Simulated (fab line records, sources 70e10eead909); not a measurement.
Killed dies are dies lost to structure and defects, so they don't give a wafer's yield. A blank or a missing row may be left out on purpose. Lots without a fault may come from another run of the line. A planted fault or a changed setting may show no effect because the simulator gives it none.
fab line records | flow nand_harc | part 2 of 2: steps 5 to 6 of 6
record lots=20 wafers=60 last_day=33
route steps=1302 shown A_STAIRCASE@683
lots that met no fault: from a run of the same line without faults
start_h: hours from the record's first day to the start of the lot's first wafer shown | wait_h: hours since the lot's step before | " the same as in the row above | L1.1+2: a row that stands for several wafers | - no value, or no start given | * or withheld: withheld | < > ~ a bound
route shown NAME@n: a module of which the file shows steps, and the number in the route of the first | usual: mean/standard deviation of fault-free wafers | same: alike in all rows | chamber/n: place in a boat | sites: the reading at each site | _std_site: their standard deviation | _edge_site: outer sites' mean less inner sites' | radius_mm: how far each site lies from the wafer's centre | mask NAME#n: copy n | behind: the tool/chamber that last shaped the wafer | hold: why the lot was held/for how many hours/how that ended | device: the transistor (n, p or np) that didn't switch | end of line: the same wafers' tests at the end of the route | a step without rows: its recipe alone | killed: dies lost to structure and defects at the first sort, not the wafer's yield | map: a wafer's dies, x killed, . not, _ none there
set.NAME: the setting as run; set.NAME@STEP: as run at that earlier step | model.NAME: the simulator's own value behind a step, which no gauge read
steps of the route over a sample of lots; a table a step, a row a wafer
services: from which hour (start_h, from the record's first day; less than 0 if before it) a tool's chamber was out of use, for how many hours, and why
## steps
# step NHARC_A_STAIRCASE_TRIM_229
# recipe time_s=211.2 o2_flow_sccm=500 ar_flow_sccm=0 bias_w=0 chemistry=O2
# usual chamber_pressure_mTorr=60.01/0.057 drypump_motor_current_A=5.9/0.63 oes_product_au=1.003/0.0076 rf_vpp_V=57.5/0.95 showerhead_plenum_p_Torr=3.47/0.17 throttle_valve_pct=17.036/0.01
# columns lot.wafer tool chamber start_h wait_h chamber_pressure_mTorr drypump_motor_current_A oes_product_au rf_hours_counter_h rf_vpp_V showerhead_plenum_p_Torr throttle_valve_pct
L074.4 rie_diel-06 1 367.74 0.1 60.01 5.9 1.005 13 57.3 3.80 17.033
L074.2 " 2 " " 60.06 6.3 1.008 13 57.9 3.63 17.033
L074.6 " 0 " " 59.99 4.8 1.000 - 56.2 3.36 17.029
L076.3 rie_diel-07 0 374.94 0.1 60.00 6.5 1.002 24 56.4 3.31 17.046
L076.1 " 1 " " 59.90 5.4 1.004 26 57.3 3.63 17.037
L076.2 " 2 " " 60.12 6.2 0.996 25 56.5 3.30 17.053
L075.1 rie_diel-07 2 375.17 0.1 60.05 6.2 0.988 25 55.9 3.30 17.048
L075.6 " 2 " " 59.87 6.2 0.989 - 57.5 3.30 17.036
L075.5 " 1 " " 59.96 5.4 0.999 - 59.7 3.63 17.041
L077.3 rie_diel-06 3 394.52 0.1 60.05 6.7 1.012 24 57.5 3.44 17.056
L077.2 " 1 " " 59.99 5.9 1.022 20 59.4 3.80 17.044
L077.4 " 2 " " 59.97 6.3 1.015 20 56.7 3.63 17.044
L078.1 rie_diel-07 1 412.00 0.1 59.97 5.4 0.987 37 57.3 3.62 17.035
L078.2 " 3 " " 60.00 5.8 0.997 35 56.4 3.37 17.036
L078.6 " 2 " " 60.08 6.2 0.995 - 56.8 3.29 17.031
L080.2 rie_diel-07 2 416.40 0.1 60.00 6.2 0.994 37 58.4 3.29 17.046
L080.4 " 3 " " 60.03 5.9 0.996 36 57.7 3.37 17.047
L080.1 " 0 " " 60.07 6.4 1.004 37 56.6 3.30 17.050
L081.1 rie_diel-06 2 434.43 0.1 60.03 6.3 1.008 33 59.0 3.62 17.044
L081.5 " 0 " " 60.16 4.8 1.003 - 57.0 3.35 17.042
L081.6 " 1 " " 60.09 6.0 1.008 - 59.4 3.79 17.025
L085.4 rie_diel-04 1 467.22 0.1 60.06 4.9 0.995 33 56.9 3.40 17.025
L085.1 " 2 " " 60.09 6.0 1.002 33 57.7 3.35 17.034
L085.6 " 0 " " 59.93 5.4 0.989 - 56.8 3.29 17.051
L084.1 rie_diel-06 2 467.50 0.1 59.93 6.3 1.005 44 57.5 3.61 17.031
L084.2 " 0 " " 60.05 4.8 1.006 46 58.0 3.35 17.029
L084.6 " 3 " " 59.99 6.7 1.007 - 57.2 3.43 17.056
L083.3 rie_diel-06 3 470.69 0.1 59.96 6.7 1.005 48 59.9 3.43 17.034
L083.4 " 0 " " 60.09 4.8 1.011 47 58.3 3.35 17.045
L083.2 " 1 " " 60.09 5.9 1.011 44 58.7 3.78 17.040
L086.4 rie_diel-04 1 472.37 0.1 59.99 4.9 1.007 34 56.4 3.39 17.030
L086.2 " 0 " " 59.94 5.4 1.003 31 56.3 3.29 17.016
L086.6 " 2 " " 60.05 6.0 1.002 - 59.0 3.35 17.033
L089.3 rie_diel-06 1 506.83 0.1 59.95 5.9 1.007 2 58.6 3.78 17.019
L089.4 " 2 " " 59.98 6.3 1.008 2 56.9 3.61 17.027
L089.6 " 3 " " 60.08 6.7 1.014 - 56.6 3.43 17.044
L088.4 rie_diel-07 1 513.94 0.1 59.94 5.4 1.001 10 58.2 3.60 17.036
L088.5 " 0 " " 60.09 6.5 1.004 - 55.1 3.29 17.038
L088.6 " 1 " " 60.05 5.4 1.003 - 57.9 3.60 17.052
L090.3 rie_diel-07 0 527.78 0.1 59.97 6.5 1.007 15 57.0 3.29 17.033
L090.2 " 2 " " 60.05 6.2 1.003 18 59.1 3.80 17.045
L090.6 " 3 " " 59.95 5.9 1.005 - 57.1 3.35 17.024
L091.4 rie_diel-06 3 537.66 0.1 60.03 6.7 1.009 6 58.1 3.42 17.039
L091.1 " 1 " " 60.04 5.9 1.000 19 58.4 3.77 17.035
L091.5 " 3 " " 59.95 6.7 1.015 - 57.1 3.42 17.045
L092.2 rie_diel-07 1 538.30 0.1 59.95 5.4 1.011 23 58.9 3.60 17.024
L092.4 " 2 " " 59.98 6.2 0.995 27 57.0 3.79 17.041
L092.3 " 0 " " 59.94 6.4 1.001 20 57.8 3.28 17.049
L093.4 rie_diel-07 3 551.72 0.1 59.98 5.9 0.999 29 59.2 3.34 17.043
L093.2 " 0 " " 60.02 6.5 0.998 24 57.1 3.28 17.032
L093.6 " 0 " " 59.98 6.4 0.999 - 55.4 3.28 17.052
L094.1 rie_diel-06 2 555.10 0.1 60.02 6.3 1.007 22 58.5 3.60 17.045
L094.6 " 2 " " 59.94 6.3 0.998 - 57.0 3.60 17.034
L094.5 " 3 " " 60.08 6.7 1.005 - 56.9 3.42 17.040
L096.1 rie_diel-04 2 582.08 0.1 60.01 6.0 0.989 11 57.2 3.33 17.040
L096.6 " 3 " " 60.05 5.4 0.997 - 58.6 3.44 17.050
L096.5 " 0 " " 59.99 5.4 0.995 - 58.0 3.80 17.027
L097.2 rie_diel-06 3 592.20 0.1 60.05 6.7 1.004 20 58.3 3.42 17.043
L097.4 " 0 " " 59.98 4.8 1.023 33 57.5 3.33 17.025
L097.6 " 0 " " 60.08 4.8 1.000 - 56.3 3.33 17.017
# step NHARC_A_STAIRCASE_STRIP_238
# recipe power_w=1500 temp_c=250 chemistry=O2
# usual drypump_motor_current_A=5.4/0.39 heater_power_w=317/22
# columns lot.wafer tool chamber start_h wait_h drypump_motor_current_A heater_power_w rf_hours_counter_h
L074.2 plasma_asher-02 1 370.23 0.1 5.5 346 12
L074.4 " 0 " " 5.6 356 -
L074.6 " 1 " " 5.5 357 -
L076.2 plasma_asher-02 1 377.02 0.1 5.5 345 14
L076.1 " 0 " " 5.6 351 14
L076.3 " 0 " " 5.6 353 -
L075.1 plasma_asher-01 1 377.11 0.1 5.8 304 5
L075.5 " 0 " " 4.8 291 -
L075.6 " 1 " " 5.9 301 -
L077.2 plasma_asher-01 1 395.59 0.1 5.8 306 9
L077.4 " 1 " " 5.8 306 -
L077.3 " 0 " " 4.8 297 -
L078.1 plasma_asher-01 1 413.07 0.1 5.8 306 11
L078.2 " 0 " " 4.9 298 11
L078.6 " 0 " " 4.8 290 -
L080.1 plasma_asher-02 0 417.44 0.1 5.6 347 22
L080.2 " 1 " " 5.5 350 22
L080.4 " 1 " " 5.5 352 -
L081.1 plasma_asher-01 1 435.51 0.1 5.8 300 16
L081.6 " 0 " " 4.8 290 -
L081.5 " 1 " " 5.8 308 -
L085.1 plasma_asher-01 0 468.41 0.1 4.8 295 23
L085.4 " 1 " " 5.8 304 -
L085.6 " 1 " " 5.8 300 -
L084.1 plasma_asher-02 0 468.60 0.1 5.6 346 32
L084.2 " 1 " " 5.5 347 32
L084.6 " 0 " " 5.6 341 -
L083.2 plasma_asher-01 0 471.75 0.1 4.8 307 24
L083.3 " 0 " " 4.8 292 -
L083.4 " 1 " " 5.8 312 -
L086.2 plasma_asher-02 1 473.44 0.1 5.5 350 33
L086.4 " 0 " " 5.6 342 -
L086.6 " 1 " " 5.5 347 -
L089.3 plasma_asher-01 0 507.94 0.2 4.8 288 -
L089.4 " 1 " " 5.8 307 -
L089.6 " 1 " " 5.8 309 -
L088.4 plasma_asher-02 1 515.33 0.2 5.5 343 -
L088.6 " 0 " " 5.6 322 -
L088.5 " 1 " " 5.5 340 -
L090.2 plasma_asher-02 1 529.46 0.1 5.5 343 7
L090.3 " 0 " " 5.6 324 -
L090.6 " 0 " " 5.6 324 -
L091.1 plasma_asher-01 0 538.72 0.1 4.8 291 2
L091.4 " 0 " " 4.8 296 -
L091.5 " 1 " " 5.9 312 -
L092.2 plasma_asher-01 1 539.41 0.1 5.8 304 2
L092.4 " 0 " " 4.8 288 -
L092.3 " 1 " " 5.8 304 -
L093.2 plasma_asher-02 1 552.89 0.1 5.5 346 12
L093.4 " 1 " " 5.5 326 -
L093.6 " 1 " " 5.5 342 -
L094.1 plasma_asher-02 1 556.34 0.2 5.5 353 12
L094.6 " 0 " " 5.6 322 -
L094.5 " 1 " " 5.5 335 -
L096.1 plasma_asher-01 1 583.32 0.1 5.8 298 11
L096.6 " 1 " " 5.8 308 -
L096.5 " 0 " " 4.8 297 -
L097.2 plasma_asher-02 1 593.28 0.1 5.5 341 22
L097.4 " 0 " " 5.6 324 -
L097.6 " 0 " " 5.6 322 -
## services
# columns tool chamber start_h hours kind
rie_diel-06 0 340.71 - clean
plasma_asher-01 - 342.19 9.0 pm
rie_diel-06 - 342.90 1.0 repair
rie_diel-04 - 363.75 2.0 repair
rie_diel-04 0 365.95 16.7 repair
rie_diel-04 - 367.82 9.0 pm
rie_diel-04 3 379.42 41.8 repair
rie_diel-07 3 432.66 18.4 repair
rie_diel-04 3 441.69 2.4 repair
rie_diel-06 - 460.05 0.5 repair
rie_diel-07 - 471.23 9.0 pm
rie_diel-04 3 479.76 23.6 repair
rie_diel-06 - 484.22 9.0 pm
plasma_asher-02 - 484.93 9.0 pm
rie_diel-04 2 502.68 5.3 repair
plasma_asher-02 - 507.62 0.4 repair
rie_diel-06 3 510.42 22.2 repair
plasma_asher-02 - 518.13 6.5 repair
plasma_asher-01 - 519.36 9.0 pm
rie_diel-04 2 528.93 13.7 repair
rie_diel-04 - 544.82 9.0 pm
plasma_asher-01 - 567.66 0.6 repair
rie_diel-07 3 569.64 11.1 repair
plasma_asher-01 - 584.59 10.2 repair
